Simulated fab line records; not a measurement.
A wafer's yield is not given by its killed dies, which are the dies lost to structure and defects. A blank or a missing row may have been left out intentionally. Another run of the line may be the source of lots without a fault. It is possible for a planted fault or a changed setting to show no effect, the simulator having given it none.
Matching of chambers    flow n5 finfet    N5_BEOL_M0_STRIP_140 on rie diel-06 has 4 sister chambers
The step strips in CF4. 4 wafers are shown with their chamber, then 10 later ones without.

## WAFERS, EACH WITH ITS CHAMBER
wafer   chamber  throttle valve pct (%)
L087.3  2        13.52
L087.4  3        13.63
L089.1  0        13.98
L089.5  1        13.84

## WAFERS MISSING THEIR CHAMBER
wafer   throttle valve pct (%)
L089.6  13.53
L091.1  13.55
L091.2  13.97
L091.6  13.97
L092.1  13.62
L092.3  13.98
L092.4  13.54
L096.2  13.87
L096.4  13.64
L096.5  14.01

## THE CHAMBER EACH PASSED THROUGH
wafer   from the rows above  in truth
L089.6  2                    2
L091.1  2                    2
L091.2  0                    0
L091.6  0                    0
L092.1  3                    3
L092.3  0                    0
L092.4  2                    2
L096.2  1                    1
L096.4  3                    3
L096.5  0                    0
Correctly placed: 10 of 10. Can't be placed from these rows: 0. Number placed wrongly: 0.
How it was worked out, from the rows above alone: a wafer's distance from a chamber is the root of the sum, over the readings, of the square of ((its reading less the chamber's mean) divided by the reading's scatter). If the next closest chamber is less than 2 further off than the closest, the wafer can't be placed; otherwise it belongs to the closest. Each chamber's mean is taken over the wafers shown for it. The scatter: root of mean squared gap, hidden wafer to nearest shown wafer, with one shown wafer a chamber.
